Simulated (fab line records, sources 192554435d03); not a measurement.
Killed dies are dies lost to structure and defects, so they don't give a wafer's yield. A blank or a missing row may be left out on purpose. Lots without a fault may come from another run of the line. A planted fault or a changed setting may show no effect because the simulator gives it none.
Chamber matching | flow n5_finfet | N5_BEOL_M2_ALD_84 on ald_metal-01: 4 sister chambers
The step deposits TaN, pulse time 2 s, purge time 3 s, co reactant purge time 2 s. 8 wafers are shown with their chamber, then 8 later ones without.

WAFERS WITH THEIR CHAMBER
wafer  | chamber | heater_power_w (W) | chamber_pressure_Torr (Torr)
L080.6 | 1       | 384                | 3.003
L085.2 | 1       | 386                | 2.995
L085.3 | 3       | 438                | 3.001
L085.6 | 2       | 483                | 2.993
L089.2 | 0       | 511                | 3.004
L089.5 | 0       | 509                | 2.998
L089.6 | 3       | 437                | 2.995
L091.2 | 2       | 484                | 2.993

WAFERS WITHOUT THEIR CHAMBER
wafer  | heater_power_w (W) | chamber_pressure_Torr (Torr)
L091.5 | 387                | 3.002
L091.6 | 481                | 3.005
L095.2 | 455                | 2.993
L095.4 | 387                | 2.996
L095.5 | 470                | 2.992
L097.3 | 517                | 3.011
L097.4 | 435                | 3.005
L097.6 | 390                | 2.996

WHICH CHAMBER EACH WENT THROUGH
wafer  | from the rows above | in truth
L091.5 | 1                   | 1
L091.6 | 2                   | 2
L095.2 | 3                   | 3
L095.4 | 1                   | 1
L095.5 | 2                   | 2
L097.3 | 0                   | 0
L097.4 | 3                   | 3
L097.6 | 1                   | 1
Placed correctly: 8 of 8. Can't be placed from these rows: 0. Placed wrongly: 0.
How it was worked out, from the rows above alone: a wafer's distance from a chamber is the root of the sum, over the readings, of the square of ((its reading less the chamber's mean) divided by the reading's scatter). The wafer belongs to the nearest chamber; if the next one is less than 2 further off, it can't be placed. A chamber's mean is the mean of its shown wafers. The scatter: the root of (the sum of the squares of (reading less its chamber's mean) over the shown wafers, divided by (wafers less chambers)).
